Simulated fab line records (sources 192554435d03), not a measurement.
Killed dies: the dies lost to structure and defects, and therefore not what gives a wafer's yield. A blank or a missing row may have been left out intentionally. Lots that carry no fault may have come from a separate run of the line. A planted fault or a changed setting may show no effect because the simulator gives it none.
Matching of chambers	flow n5 finfet	rie diel-01 running N5_HKMG_FIN_STRIP_89: 4 sister chambers
The step strips SOC in N2/H2, time 20 s. 8 wafers are shown with their chamber, then 8 later ones without.

## EACH WAFER AND ITS CHAMBER
wafer	chamber	drypump motor current A (A)	showerhead plenum p Torr (Torr)
L078.6	1	6.7	3.31
L082.5	0	6.0	3.37
L084.5	0	6.0	3.37
L084.6	2	5.2	3.30
L089.1	1	6.7	3.30
L089.2	3	6.1	3.30
L089.5	3	6.1	3.30
L093.1	2	5.1	3.30

## WAFERS MISSING THEIR CHAMBER
wafer	drypump motor current A (A)	showerhead plenum p Torr (Torr)
L093.4	6.0	3.36
L093.5	5.2	3.30
L095.2	6.7	3.29
L095.3	5.1	3.30
L095.4	6.1	3.29
L097.1	5.2	3.29
L097.5	6.1	3.29
L097.6	6.0	3.35

## THE CHAMBER EACH PASSED THROUGH
wafer	from the rows above	in truth
L093.4	0	0
L093.5	2	2
L095.2	1	1
L095.3	2	2
L095.4	3	3
L097.1	2	2
L097.5	3	3
L097.6	0	0
8 of 8 placed correctly. Can't be placed from these rows: 0. 0 placed wrongly.
How it was worked out, from the rows above alone: a wafer's distance from a chamber is the root of the sum, over the readings, of the square of ((its reading less the chamber's mean) divided by the reading's scatter). If the next closest chamber is less than 2 further off than the closest, the wafer can't be placed; otherwise it belongs to the closest. Each chamber's mean is taken over the wafers shown for it. The scatter: take each reading less its chamber's mean, square it, sum over the shown wafers, divide by the number of wafers less the number of chambers, and take the root.
